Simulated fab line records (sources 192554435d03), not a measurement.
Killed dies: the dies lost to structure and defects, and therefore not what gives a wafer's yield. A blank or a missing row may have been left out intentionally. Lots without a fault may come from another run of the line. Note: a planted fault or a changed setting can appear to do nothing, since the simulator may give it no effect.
fab line records	flow n5_finfet
record: lots: 10	wafers: 29	last_day: 21
route steps=1938 shown BEOL_M8@1398 BEOL_M9@1401 PASSIVATION@1936
lots that met no fault: taken from a fault-free run of the same line
start_h: hours from the record's first day to the start of the lot's first wafer shown	wait_h: how many hours have passed since the lot's step before this one	" repeats the value in the row above	L1.1+2: a row that stands for several wafers	- either no value or no given start	* or withheld: withheld	< > ~ a bound
route shown NAME@n: a module of which the file shows steps, and the number in the route of the first	usual: the fault-free wafers' mean and standard deviation	same: alike in all rows	chamber/n: place in a boat	sites: readings site by site	_std_site: their standard deviation	_edge_site: the outer-site mean with the inner-site mean subtracted	radius_mm: how far each site lies from the wafer's centre	mask NAME#n: copy n	behind: tool/chamber where the wafer was last shaped	hold: what put the lot on hold/how long, in hours/how the hold closed	device: names the non-switching transistor (n, p or np)	end of line: the same wafers' tests at the end of the route	a step with no rows: only its recipe	killed: not the wafer's yield, but the dies lost to structure and defects at the first sort	map: a wafer's dies, x killed, . not, _ none there
set.NAME: setting as actually run; set.NAME@STEP: the setting as run at that earlier step	model.NAME: the simulator's own value behind a step, which no gauge read
steps of the route over a sample of lots; a table a step, a row a wafer
services: when a tool's chamber went out of use (start_h, in hours from the record's first day, below 0 if earlier), for how many hours, and the reason
== steps ==
step: N5_BEOL_M8_DEP_56
recipe: material: SiCN	target_thk_a: 100	temp_c: withheld	precursor: 3MS/NH3	pressure_torr: 3	rf_w: 202	time_s: 17.5
usual: chamber_pressure_Torr: 3.000/0.0069	showerhead_plenum_p_Torr: 3.667/0.012	throttle_valve_pct: 9.2/0.35
lot.wafer	tool	chamber	start_h	wait_h	chamber_pressure_Torr	showerhead_plenum_p_Torr	throttle_valve_pct
L686.2	pecvd-02	2	310.68	0.0	3.010	3.672	9.0
L686.5	"	1	"	"	2.989	3.658	9.2
L686.6	"	2	"	"	2.996	3.679	9.0
L684.3	pecvd-02	1	313.17	0.0	2.997	3.657	9.5
L684.4	"	2	"	"	3.016	3.682	9.3
L684.5	"	0	"	"	2.999	3.666	9.4
L688.1	pecvd-02	1	323.97	0.0	3.010	3.649	9.1
L688.4	"	0	"	"	2.988	3.665	9.2
L688.6	"	1	"	"	2.995	3.657	9.6
L691.1	pecvd-02	1	335.45	0.0	3.014	3.652	9.5
L691.2	"	0	"	"	2.996	3.671	9.3
L691.6	"	2	"	"	3.000	3.673	9.0
L692.1	pecvd-03	0	350.46	0.0	3.007	3.659	9.2
L692.3	"	2	"	"	3.005	3.694	8.5
L692.6	"	0	"	"	3.013	3.649	9.1
L696.3	pecvd-02	1	363.97	0.0	3.013	3.656	9.3
L696.5	"	1	"	"	3.001	3.654	9.4
L696.6	"	0	"	"	3.001	3.673	9.1
L698.5	pecvd-02	0	392.11	0.0	3.007	3.665	9.2
L698.6	"	1	"	"	3.003	3.652	9.5
L704.1	pecvd-02	2	422.43	0.0	2.997	3.674	9.1
L704.3	"	0	"	"	3.010	3.658	9.1
L704.4	"	2	"	"	3.003	3.676	9.1
L706.1	pecvd-02	0	430.92	0.0	2.995	3.669	9.1
L706.5	"	2	"	"	3.006	3.676	8.9
L706.6	"	0	"	"	3.011	3.666	9.3
L707.2	pecvd-03	0	440.80	0.0	3.008	3.663	9.2
L707.3	"	1	"	"	2.993	3.659	9.4
L707.6	"	1	"	"	3.011	3.659	9.6
step: N5_BEOL_M9_ILD_DEP_00
recipe: material: SiCOH_lowk	target_thk_a: 3085.1	temp_c: 300	precursor: DEMS/porogen	pressure_torr: 5	rf_w: 500	time_s: 58
usual: chamber_pressure_Torr: 5.000/0.012	heater_power_outer_w: 147/41	heater_power_w: 321/78	showerhead_plenum_p_Torr: 5.737/0.018	throttle_valve_pct: 14.1/0.51
lot.wafer	tool	chamber	start_h	wait_h	chamber_pressure_Torr	heater_power_outer_w	heater_power_w	showerhead_plenum_p_Torr	throttle_valve_pct
L686.2	pecvd-04	2	310.81	0.0	4.998	173	400	5.742	13.3
L686.5	"	0	"	"	5.020	214	470	5.734	14.0
L686.6	"	2	"	"	4.993	175	411	5.748	13.1
L684.3	pecvd-04	2	313.30	0.0	5.002	191	425	5.742	13.0
L684.4	"	1	"	"	5.015	121	288	5.717	14.4
L684.5	"	0	"	"	4.992	188	431	5.724	14.2
L688.1	pecvd-02	2	324.10	0.0	4.995	112	280	5.739	14.0
L688.4	"	1	"	"	5.016	164	322	5.744	14.4
L688.6	"	0	"	"	4.982	164	352	5.735	14.3
L691.1	pecvd-04	1	335.58	0.0	5.002	176	366	5.707	14.7
L691.2	"	2	"	"	5.006	188	417	5.740	13.0
L691.6	"	2	"	"	5.006	195	423	5.743	13.3
L692.1	pecvd-04	1	350.59	0.0	4.986	141	317	5.701	14.5
L692.3	"	2	"	"	5.002	184	417	5.745	12.9
L692.6	"	2	"	"	5.004	193	431	5.735	13.1
L696.3	pecvd-02	1	364.13	0.1	5.016	201	373	5.732	14.3
L696.5	"	0	"	"	4.992	165	352	5.745	14.5
L696.6	"	1	"	"	4.992	204	382	5.713	14.8
L698.5	pecvd-03	2	392.25	0.1	4.988	180	375	5.757	13.5
L698.6	"	1	"	"	5.011	99	222	5.748	14.8
L704.1	pecvd-04	0	422.58	0.0	5.009	202	447	5.728	14.3
L704.3	"	1	"	"	4.983	171	341	5.705	14.6
L704.4	"	2	"	"	5.009	195	428	5.733	13.1
L706.1	pecvd-04	2	431.08	0.0	5.007	176	386	5.756	13.2
L706.5	"	1	"	"	5.017	168	362	5.714	14.8
L706.6	"	0	"	"	4.980	186	429	5.736	14.3
L707.2	pecvd-04	1	440.93	0.0	4.987	147	324	5.715	14.6
L707.3	"	2	"	"	4.989	198	447	5.732	13.2
L707.6	"	2	"	"	4.971	137	346	5.738	13.4
step: N5_BEOL_M9_PECVD_70
recipe: material: SiO2	target_thk_a: 200	temp_c: 400	precursor: TEOS/O2	pressure_torr: 5.5	rf_w: 450	teos_flow_sccm: 53.8	gas: O2	flow_sccm: 3000	time_s: 22.7
usual: chamber_pressure_Torr: 5.500/0.013	heater_power_outer_w: 436/72	heater_power_w: 747/130	showerhead_plenum_p_Torr: 8.77/0.067	throttle_valve_pct: 22.7/0.81
lot.wafer	tool	chamber	start_h	wait_h	chamber_pressure_Torr	heater_power_outer_w	heater_power_w	showerhead_plenum_p_Torr	throttle_valve_pct
L686.2	pecvd-04	1	311.44	0.0	5.496	474	790	8.66	23.8
L686.5	"	2	"	"	5.509	529	941	8.79	21.0
L686.6	"	0	"	"	5.512	459	848	8.73	22.8
L684.3	pecvd-03	2	313.93	0.0	5.488	481	812	8.91	21.3
L684.4	"	2	"	"	5.485	479	820	8.91	21.6
L684.5	"	1	"	"	5.512	318	551	8.75	23.8
L688.1	pecvd-03	2	324.73	0.0	5.504	481	818	8.89	21.4
L688.4	"	0	"	"	5.509	328	558	8.76	22.6
L688.6	"	2	"	"	5.497	486	810	8.90	21.2
L691.1	pecvd-04	2	336.21	0.0	5.509	522	948	8.80	20.8
L691.2	"	0	"	"	5.492	540	970	8.74	22.9
L691.6	"	1	"	"	5.501	472	794	8.65	23.7
L692.1	pecvd-02	1	351.21	0.0	5.499	525	820	8.71	23.3
L692.3	"	0	"	"	5.541	443	756	8.77	23.1
L692.6	"	2	"	"	5.502	331	603	8.82	22.5
L696.3	pecvd-03	1	364.76	0.0	5.494	378	637	8.76	23.7
L696.5	"	1	"	"	5.491	393	603	8.73	23.9
L696.6	"	0	"	"	5.521	317	536	8.75	22.7
L698.5	pecvd-03	0	393.17	0.1	5.493	261	454	8.74	22.8
L698.6	"	2	"	"	5.498	423	738	8.90	21.9
L704.1	pecvd-04	2	423.21	0.0	5.488	524	936	8.81	21.6
L704.3	"	1	"	"	5.488	446	758	8.65	24.0
L704.4	"	1	"	"	5.498	456	756	8.67	23.6
L706.1	pecvd-02	0	431.94	0.0	5.486	395	689	8.77	22.8
L706.5	"	2	"	"	5.498	338	641	8.79	22.8
L706.6	"	0	"	"	5.517	384	693	8.78	22.8
L707.2	pecvd-04	1	441.56	0.0	5.513	475	805	8.68	23.5
L707.3	"	0	"	"	5.494	565	982	8.73	22.9
L707.6	"	0	"	"	5.466	550	1007	8.72	23.1
step: N5_BEOL_M9_INSPECT_13
recipe: mode: adi	inspect_instrument: brightfield
usual: raw_defect_count: 400/99
lot.wafer	tool	chamber	start_h	wait_h	raw_defect_count
L686.2	defect_inspect-01	-	312.75	0.0	368
L686.5	"	-	"	"	288
L686.6	"	-	"	"	354
L684.3	defect_inspect-02	-	316.16	0.0	435
L684.4	"	-	"	"	402
L684.5	"	-	"	"	467
L688.1	defect_inspect-01	-	327.17	0.0	391
L688.4	"	-	"	"	359
L688.6	"	-	"	"	308
L691.1	defect_inspect-02	-	337.90	0.0	1087
L691.2	"	-	"	"	1115
L691.6	"	-	"	"	1015
L692.1	defect_inspect-02	-	351.77	0.0	1005
L692.3	"	-	"	"	1070
L692.6	"	-	"	"	1039
L696.3	defect_inspect-01	-	367.18	0.0	412
L696.5	"	-	"	"	323
L696.6	"	-	"	"	456
L698.5	defect_inspect-02	-	395.25	0.0	541
L698.6	"	-	"	"	555
L704.1	defect_inspect-01	-	425.10	0.0	393
L704.3	"	-	"	"	355
L704.4	"	-	"	"	411
L706.1	defect_inspect-02	-	432.77	0.0	640
L706.5	"	-	"	"	496
L706.6	"	-	"	"	434
L707.2	defect_inspect-01	-	443.98	0.0	598
L707.3	"	-	"	"	699
L707.6	"	-	"	"	445
step: N5_BEOL_M9_STRIP_19
recipe: chemistry: O2	power_w: 400	temp_c: 40	pressure_mtorr: 30	rf_frequency_hz: 6e+07	bias_power_w: 0	overash_fraction: 0.2	o2_flow_sccm: 225
usual: drypump_motor_current_A: 5.7/0.36	oes_product_au: 0.79/0.094	rf_vpp_V: 3.7/0.61	showerhead_plenum_p_Torr: 2.09/0.084	throttle_valve_pct: 16.6/0.33
same: bias_power_w: 0
lot.wafer	tool	chamber	start_h	wait_h	drypump_motor_current_A	oes_product_au	rf_hours_counter_h	rf_vpp_V	showerhead_plenum_p_Torr	throttle_valve_pct
L686.2	rie_diel-03	1	313.31	0.2	5.9	0.96	5	3.8	2.14	16.2
L686.5	"	1	"	"	5.9	0.96	-	2.4	2.14	16.2
L686.6	"	0	"	"	5.2	0.89	-	4.3	2.04	16.6
L684.3	rie_diel-06	0	316.58	0.1	5.7	0.90	45	4.5	2.06	16.3
L684.4	"	2	"	"	5.8	0.69	211	4.5	2.14	16.3
L684.5	"	3	"	"	5.4	0.90	-	4.2	2.20	16.7
L688.1	rie_diel-06	2	327.63	0.1	5.8	0.68	213	3.1	2.14	16.3
L688.4	"	1	"	"	5.6	0.75	178	3.8	2.01	17.2
L688.6	"	3	"	"	5.4	0.87	-	3.3	2.20	16.7
L691.1	rie_diel-03	1	338.51	0.2	5.9	0.93	14	3.2	2.14	16.2
L691.2	"	0	"	"	5.2	0.87	38	2.9	2.04	16.6
L691.6	"	1	"	"	5.9	0.93	-	3.3	2.14	16.3
L692.1	rie_diel-03	2	352.19	0.1	6.0	0.67	247	4.7	1.97	16.5
L692.3	"	3	"	"	6.5	0.70	183	4.0	2.10	16.7
L692.6	"	2	"	"	6.0	0.67	-	4.5	1.97	16.5
L696.3	rie_diel-02	3	367.61	0.1	5.4	0.78	97	3.4	2.22	16.5
L696.5	"	0	"	"	5.8	0.79	-	4.1	2.00	16.7
L696.6	"	3	"	"	5.4	0.78	-	3.0	2.22	16.5
L698.5	rie_diel-03	2	396.58	0.1	6.0	0.96	-	3.7	2.23	16.0
L698.6	"	3	"	"	6.5	0.70	-	4.5	2.09	16.8
L704.1	rie_diel-06	0	425.58	0.1	5.7	0.84	81	3.9	2.05	16.4
L704.3	"	2	"	"	5.8	0.66	241	4.3	2.13	16.3
L704.4	"	1	"	"	5.6	0.72	209	2.8	2.00	17.3
L706.1	rie_diel-02	2	433.19	0.1	5.8	0.94	11	4.0	2.23	16.7
L706.5	"	3	"	"	5.4	0.75	-	2.8	2.21	16.5
L706.6	"	0	"	"	5.8	0.75	-	3.6	1.99	16.7
L707.2	rie_diel-06	1	444.70	0.1	5.6	0.71	215	3.9	2.00	17.3
L707.3	"	0	"	"	5.7	0.85	87	3.3	2.05	16.4
L707.6	"	1	"	"	5.6	0.70	-	3.5	2.00	17.3
step: N5_PASSIVATION_PROBE_49
usual: defect_limited_yield: 91.1/1.4	killed_at_M0_to_M3: 34/9.6	killed_at_M4_up: 15/5.3	killed_at_contacts: 12/6.1	killed_at_front_end: 40/11	killed_at_other: 3.5/2.8	killed_dies: 105/17	killed_open: 70/12	killed_short: 34/7.7	sort_bin_4_leakage: 0.01/0.07	sort_bin_5_function: 5.2/0.97	sort_bin_6_memory: 3.4/0.62	sort_bin_8_speed: 0.00/0.023	sort_n_pass: 1075/17	sort_yield_pct: 91.1/1.4
same: gross_dies: 1180	killed_at_back_side: 0
lot.wafer	tool	chamber	start_h	wait_h	defect_limited_yield[%]	killed_at_M0_to_M3	killed_at_M4_up	killed_at_contacts	killed_at_front_end	killed_at_other	killed_dies	killed_open	killed_short	sort_bin_4_leakage[%]	sort_bin_5_function[%]	sort_bin_6_memory[%]	sort_bin_8_speed[%]	sort_n_pass	sort_yield_pct[%]
L686.2	prober-02	-	377.49	0.1	90.0	28	27	11	51	1	118	75	34	0.08	5.4	4.2	0	1061	89.9
L686.5	prober-02	-	377.64	0.2	91.4	41	14	12	31	3	101	56	40	0	5.1	2.9	0	1079	91.4
L686.6	prober-02	-	377.69	0.3	87.7	34	18	26	64	3	145	95	40	0	7.1	4.2	0	1035	87.7
L684.3	prober-02	-	384.88	0.1	92.6	29	13	14	28	3	87	59	27	0	4.9	2.3	0	1093	92.6
L684.4	prober-02	-	384.93	0.2	90.6	38	20	10	42	1	111	68	40	0	5.4	3.7	0	1069	90.6
L684.5	prober-02	-	384.98	0.2	90.8	42	12	16	38	1	109	71	37	0	4.9	3.7	0	1071	90.8
L688.1	prober-02	-	391.38	0.0	91.2	33	19	14	31	7	104	75	29	0	5.3	3.3	0.08	1075	91.1
L688.4	prober-02	-	391.53	0.2	92.5	31	8	12	37	1	89	65	24	0	4.2	3.0	0	1091	92.5
L688.6	prober-02	-	391.63	0.3	92.2	38	8	4	38	4	92	63	29	0	4.1	3.6	0	1088	92.2
L691.1	prober-02	-	407.84	0.0	82.8	33	131	10	27	2	203	54	27	0	10.8	3.6	0	977	82.8
L691.2	prober-02	-	407.89	0.1	81.4	35	146	10	27	2	220	58	29	0	12.2	3.6	0	960	81.4
L691.6	prober-02	-	408.09	0.3	79.0	47	146	11	40	4	248	70	39	0	14.3	4.0	0	932	79.0
L692.1	prober-02	-	413.05	0.0	80.7	19	147	15	45	2	228	62	26	0	11.5	5.3	0	952	80.7
L692.3	prober-02	-	413.15	0.1	81.4	24	152	11	28	5	220	51	25	0	11.8	3.3	0	960	81.4
L692.6	prober-02	-	413.30	0.3	78.6	42	147	15	48	0	252	79	40	0	13.0	5.4	0	928	78.6
L696.3	prober-01	-	433.54	0.1	90.8	32	21	21	30	5	109	74	34	0	5.8	3.3	0	1071	90.8
L696.5	prober-01	-	433.64	0.2	90.8	45	13	13	36	2	109	75	34	0	5.4	3.5	0	1071	90.8
L696.6	prober-01	-	433.69	0.3	92.5	32	20	21	16	0	89	62	27	0	4.3	3.1	0	1091	92.5
L698.5	prober-02	-	462.34	0.2	86.6	49	30	8	69	2	158	117	40	0	8.6	4.5	0	1022	86.6
L698.6	prober-02	-	462.39	0.3	91.4	34	25	6	37	0	102	71	26	0.08	5.6	2.5	0	1077	91.3
L704.1	prober-02	-	482.96	0.0	91.5	27	19	13	34	7	100	74	26	0	4.9	3.3	0	1080	91.5
L704.3	prober-02	-	483.06	0.1	92.5	33	8	11	34	2	88	52	34	0	4.2	2.9	0.25	1089	92.3
L704.4	prober-02	-	483.11	0.2	91.0	25	19	1	59	2	106	72	33	0	5.2	3.7	0	1074	91.0
L706.1	prober-02	-	501.33	0.3	92.5	20	13	8	42	6	89	55	32	0	4.3	2.9	0	1091	92.5
L706.5	prober-02	-	501.53	0.5	90.8	46	8	6	43	5	108	62	45	0	4.9	3.6	0	1072	90.8
L706.6	prober-02	-	501.58	0.5	90.6	34	12	7	53	5	111	71	39	0	6.0	3.1	0	1069	90.6
L707.2	prober-01	-	510.11	0.1	93.0	30	10	9	30	4	83	53	27	0	3.8	2.8	0	1097	93.0
L707.3	prober-01	-	510.16	0.1	93.0	25	13	8	34	3	83	55	26	0	4.2	2.5	0	1097	93.0
L707.6	prober-01	-	510.31	0.3	93.2	22	13	8	25	12	80	54	25	0	3.7	2.7	0	1100	93.2
killed by level:class
L686.2 STI_FIN_REVEAL:geometric_particle:open=22 BEOL_M4:geometric_particle:open=15 BEOL_M2:geometric_particle:open=8 MOL_CONTACT_COAG:geometric_particle:open=7 GATE_CUT:geometric_particle:short=6 BEOL_M0_SAQP:geometric_particle:open=6 STARTING-WAFER:geometric_particle:short=5 GATE_CUT:geometric_particle:open=4
L686.5 BEOL_M0_SAQP:geometric_particle:short=13 BEOL_M0_SAQP:geometric_particle:open=12 MOL_CONTACT_COAG:geometric_particle:open=8 FIN_SAQP:geometric_particle:short=7 BEOL_M4:geometric_particle:open=6 STI_FIN_REVEAL:geometric_particle:open=5 GATE_CUT:geometric_particle:short=5 FIN_SAQP:geometric_particle:open=4
L686.6 STI_FIN_REVEAL:geometric_particle:open=37 MOL_CONTACT_COAG:geometric_particle:open=13 MOL_CONTACT_COAG:geometric_particle:short=12 BEOL_M2:geometric_particle:open=9 BEOL_M0_SAQP:geometric_particle:open=8 BEOL_M4:geometric_particle:open=8 BEOL_M0_SAQP:geometric_particle:short=7 HKMG_FIN:area_etch=7
L684.3 MOL_CONTACT_COAG:geometric_particle:open=8 BEOL_M0_SAQP:geometric_particle:short=8 FIN_SAQP:geometric_particle:open=7 BEOL_M0_SAQP:geometric_particle:open=7 DUMMY_GATE:geometric_particle:open=6 MOL_CONTACT_COAG:geometric_particle:short=6 BEOL_M4:geometric_particle:open=6 BEOL_M0:geometric_particle:open=5
L684.4 FIN_SAQP:geometric_particle:open=13 BEOL_M3:geometric_particle:open=10 FIN_SAQP:geometric_particle:short=8 BEOL_M4:geometric_particle:open=8 BEOL_M0_SAQP:geometric_particle:short=8 MOL_CONTACT_COAG:geometric_particle:open=6 BEOL_M0_SAQP:geometric_particle:open=6 BEOL_M1:geometric_particle:open=6
L684.5 BEOL_M0_SAQP:geometric_particle:open=16 BEOL_M0_SAQP:geometric_particle:short=15 FIN_SAQP:geometric_particle:open=14 MOL_CONTACT_COAG:geometric_particle:open=13 FIN_SAQP:geometric_particle:short=9 BEOL_M4:geometric_particle:open=7 FIN_CUT:geometric_particle:open=4 MOL_CONTACT_COAG:geometric_particle:short=3
L688.1 MOL_CONTACT_COAG:geometric_particle:open=12 BEOL_M1:geometric_particle:open=11 STI_FIN_REVEAL:geometric_particle:open=8 BEOL_M3:geometric_particle:short=8 BEOL_M4:geometric_particle:open=8 DUMMY_GATE:geometric_particle:open=7 BEOL_M0_SAQP:geometric_particle:short=4 MIM_TOP_ETCH:geometric_particle:open=4
L688.4 MOL_CONTACT_COAG:geometric_particle:open=10 STI_FIN_REVEAL:geometric_particle:open=9 FIN_SAQP:geometric_particle:open=6 BEOL_M1:geometric_particle:open=6 BEOL_M0_SAQP:geometric_particle:open=5 STI_FIN_REVEAL:geometric_particle:short=4 BEOL_M3:geometric_particle:short=4 STARTING-WAFER:geometric_particle:open=4
L688.6 STI_FIN_REVEAL:geometric_particle:open=11 BEOL_M1:geometric_particle:open=9 BEOL_M2:geometric_particle:open=6 BEOL_M0_SAQP:geometric_particle:open=6 BEOL_M4:geometric_particle:open=6 BEOL_M3:geometric_particle:open=5 FIN_SAQP:geometric_particle:short=4 FIN_SAQP:geometric_particle:open=4
L691.1 BEOL_M9:unspecified=120 MOL_CONTACT_COAG:geometric_particle:open=7 BEOL_M3:geometric_particle:open=6 GATE_CUT:geometric_particle:short=6 BEOL_M0_SAQP:geometric_particle:short=6 BEOL_M2:geometric_particle:open=6 BEOL_M0_SAQP:geometric_particle:open=5 BEOL_M4:geometric_particle:open=5
L691.2 BEOL_M9:unspecified=131 BEOL_M0_SAQP:geometric_particle:open=13 MOL_CONTACT_COAG:geometric_particle:open=9 BEOL_M0_SAQP:geometric_particle:short=7 BEOL_M4:geometric_particle:open=7 DUMMY_GATE:geometric_particle:open=5 FIN_SAQP:geometric_particle:short=4 BEOL_M1:geometric_particle:open=4
L691.6 BEOL_M9:unspecified=131 BEOL_M2:geometric_particle:open=12 FIN_SAQP:geometric_particle:short=10 BEOL_M1:geometric_particle:open=10 MOL_CONTACT_COAG:geometric_particle:open=8 BEOL_M0_SAQP:geometric_particle:open=8 BEOL_M0_SAQP:geometric_particle:short=7 HKMG_FIN:area_etch=7
L692.1 BEOL_M9:unspecified=139 STI_FIN_REVEAL:geometric_particle:open=14 MOL_CONTACT_COAG:geometric_particle:open=10 FIN_SAQP:geometric_particle:open=9 BEOL_M0_SAQP:geometric_particle:open=8 ILD0:geometric_particle:short=5 MOL_CONTACT_COAG:geometric_particle:short=5 BEOL_M0_SAQP:geometric_particle:short=5
L692.3 BEOL_M9:unspecified=144 MOL_CONTACT_COAG:geometric_particle:open=8 FIN_SAQP:geometric_particle:open=7 STI_FIN_REVEAL:geometric_particle:open=7 BEOL_M0_SAQP:geometric_particle:open=7 BEOL_M0_SAQP:geometric_particle:short=7 BEOL_M1:geometric_particle:open=5 FIN_SAQP:geometric_particle:short=4
L692.6 BEOL_M9:unspecified=133 BEOL_M0_SAQP:geometric_particle:open=17 FIN_SAQP:geometric_particle:open=11 FIN_SAQP:geometric_particle:short=9 STI_FIN_REVEAL:geometric_particle:open=9 MOL_CONTACT_COAG:geometric_particle:open=9 BEOL_M0_SAQP:geometric_particle:short=9 BEOL_M4:geometric_particle:open=7
L696.3 MOL_CONTACT_COAG:geometric_particle:open=15 STI_FIN_REVEAL:geometric_particle:open=14 BEOL_M4:geometric_particle:open=13 BEOL_M3:geometric_particle:open=11 BEOL_M0_SAQP:geometric_particle:short=7 GATE_CUT:geometric_particle:short=6 MOL_CONTACT_COAG:geometric_particle:short=6 BEOL_M2:geometric_particle:open=6
L696.5 BEOL_M3:geometric_particle:open=18 BEOL_M2:geometric_particle:open=10 MOL_CONTACT_COAG:geometric_particle:open=9 GATE_CUT:geometric_particle:short=8 GATE_CUT:geometric_particle:open=6 BEOL_M0_SAQP:geometric_particle:open=6 BEOL_M4:geometric_particle:open=6 STI_FIN_REVEAL:geometric_particle:open=5
L696.6 MOL_CONTACT_COAG:geometric_particle:open=14 BEOL_M3:geometric_particle:open=12 BEOL_M4:geometric_particle:open=8 MOL_CONTACT_COAG:geometric_particle:short=7 BEOL_M2:geometric_particle:open=7 STI_FIN_REVEAL:geometric_particle:open=4 BEOL_M1:geometric_particle:open=4 BEOL_M5:geometric_particle:open=4
L698.5 STI_FIN_REVEAL:geometric_particle:open=31 BEOL_M3:geometric_particle:open=17 BEOL_M4:geometric_particle:open=16 FIN_SAQP:geometric_particle:open=11 STI_FIN_REVEAL:geometric_particle:short=10 BEOL_M1:geometric_particle:open=8 MOL_CONTACT_COAG:geometric_particle:open=7 BEOL_M0_SAQP:geometric_particle:open=6
L698.6 STI_FIN_REVEAL:geometric_particle:open=13 BEOL_M3:geometric_particle:open=11 BEOL_M4:geometric_particle:open=11 BEOL_M3:geometric_particle:short=6 FIN_SAQP:geometric_particle:short=5 MOL_CONTACT_COAG:geometric_particle:open=5 BEOL_M0_SAQP:geometric_particle:short=5 BEOL_M8:geometric_particle:open=4
L704.1 MOL_CONTACT_COAG:geometric_particle:open=10 FIN_SAQP:geometric_particle:open=9 BEOL_M0_SAQP:geometric_particle:open=9 BEOL_M4:geometric_particle:open=9 BEOL_M0_SAQP:geometric_particle:short=5 DUMMY_GATE:geometric_particle:open=4 BEOL_M0:geometric_particle:open=4 MIM_TOP:geometric_particle:open=4
L704.3 MOL_CONTACT_COAG:geometric_particle:open=11 BEOL_M0_SAQP:geometric_particle:open=9 FIN_SAQP:geometric_particle:short=8 BEOL_M3:geometric_particle:open=7 FIN_SAQP:geometric_particle:open=5 BEOL_M0_SAQP:geometric_particle:short=5 BEOL_M1:geometric_particle:open=4 STI_FIN_REVEAL:geometric_particle:open=3
L704.4 FIN_SAQP:geometric_particle:open=21 FIN_SAQP:geometric_particle:short=12 BEOL_M1:geometric_particle:open=10 BEOL_M4:geometric_particle:open=10 STARTING-WAFER:geometric_particle:short=5 DUMMY_GATE:geometric_particle:open=4 BEOL_M0_SAQP:geometric_particle:open=4 BEOL_M8:geometric_particle:open=4
L706.1 FIN_SAQP:geometric_particle:open=8 STI_FIN_REVEAL:geometric_particle:open=7 BEOL_M3:geometric_particle:open=6 MOL_CONTACT_COAG:geometric_particle:open=5 BEOL_M0_SAQP:geometric_particle:short=5 BEOL_M4:geometric_particle:open=5 FIN_SAQP:geometric_particle:short=4 SPACER0:geometric_particle:short=4
L706.5 BEOL_M0_SAQP:geometric_particle:short=10 BEOL_M2:geometric_particle:open=10 FIN_SAQP:geometric_particle:short=7 BEOL_M0_SAQP:geometric_particle:open=7 BEOL_M3:geometric_particle:open=7 FIN_SAQP:geometric_particle:open=5 SPACER0:geometric_particle:short=5 SPACER0:geometric_particle:open=5
L706.6 FIN_SAQP:geometric_particle:short=14 BEOL_M1:geometric_particle:open=9 BEOL_M2:geometric_particle:open=8 STI_FIN_REVEAL:geometric_particle:open=7 STARTING-WAFER:geometric_particle:open=7 MOL_CONTACT_COAG:geometric_particle:open=5 FIN_SAQP:geometric_particle:open=4 DUMMY_GATE:geometric_particle:open=4
L707.2 BEOL_M2:geometric_particle:open=12 MOL_CONTACT_COAG:geometric_particle:open=8 BEOL_M0_SAQP:geometric_particle:open=8 FIN_SAQP:geometric_particle:short=5 STI_FIN_REVEAL:geometric_particle:open=5 STARTING-WAFER:geometric_particle:short=5 FIN_SAQP:geometric_particle:open=4 GATE_CUT:geometric_particle:short=4
L707.3 BEOL_M2:geometric_particle:open=10 MOL_CONTACT_COAG:geometric_particle:open=8 FIN_SAQP:geometric_particle:open=6 FIN_SAQP:geometric_particle:short=6 STARTING-WAFER:geometric_particle:open=6 BEOL_M4:geometric_particle:open=5 BEOL_M0_SAQP:geometric_particle:open=4 DUMMY_GATE:geometric_particle:open=3
L707.6 STI_FIN_REVEAL:geometric_particle:open=7 MOL_CONTACT_COAG:geometric_particle:open=7 BEOL_M0_SAQP:geometric_particle:short=7 BEOL_M4:geometric_particle:open=7 BEOL_M2:geometric_particle:open=5 FIN_SAQP:geometric_particle:open=4 MIM_TOP:geometric_particle:open=4 PAD_METAL:geometric_particle:short=4
== services ==
tool	chamber	start_h	hours	kind
pecvd-02	-	288.53	2.8	pm
pecvd-04	1	306.59	4.1	repair
pecvd-02	-	324.36	0.8	repair
pecvd-04	-	324.90	0.8	repair
rie_diel-06	2	340.34	7.7	repair
pecvd-04	2	355.79	2.1	scheduled_down
pecvd-02	2	355.98	11.3	repair
rie_diel-02	1	357.58	23.7	repair
rie_diel-02	-	358.10	0.8	repair
rie_diel-03	2	363.34	-	clean
rie_diel-03	2	363.34	-	consumable_replace:focus_ring
rie_diel-03	2	363.34	-	consumable_replace:showerhead
rie_diel-03	2	363.34	22.2	scheduled_down
rie_diel-03	2	363.34	22.2	vent_cycle
pecvd-04	-	364.73	5.5	pm
pecvd-04	2	373.85	5.0	scheduled_down
rie_diel-02	2	383.25	-	clean
rie_diel-02	2	383.25	-	consumable_replace:focus_ring
pecvd-02	1	403.96	-	clean
pecvd-02	1	403.96	-	consumable_replace:showerhead
pecvd-02	1	403.96	29.0	scheduled_down
pecvd-02	1	403.96	29.0	vent_cycle
pecvd-04	0	414.13	6.0	repair
pecvd-03	2	444.22	19.8	repair
== key ==
first_sign: step: N5_BEOL_M9_INSPECT_13	reading: raw_defect_count	direction: up	sigmas: 6.6	usual: 400	struck: 1055
effect: step: N5_PASSIVATION_PROBE_49	reading: killed_at_M4_up	direction: up	sigmas: 25	usual: 15	struck: 145
more_kills_born_at: N5_BEOL_M9_ILD_DEP_00@pecvd-04: 798
met_at N5_BEOL_M9_ILD_DEP_00
struck_lots L691,L692
not_acting_at N5_BEOL_M8_DEP_56,N5_BEOL_M9_PECVD_70,N5_BEOL_M9_STRIP_19
onset_between 313.30 335.58
fault: kind: chamber_particle_source	tool: pecvd-04	chamber: -	onset_h: 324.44	steps: N5_BEOL_M9_ILD_DEP_00	rate_per_visit_cm2: 1.0728	end_h: 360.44
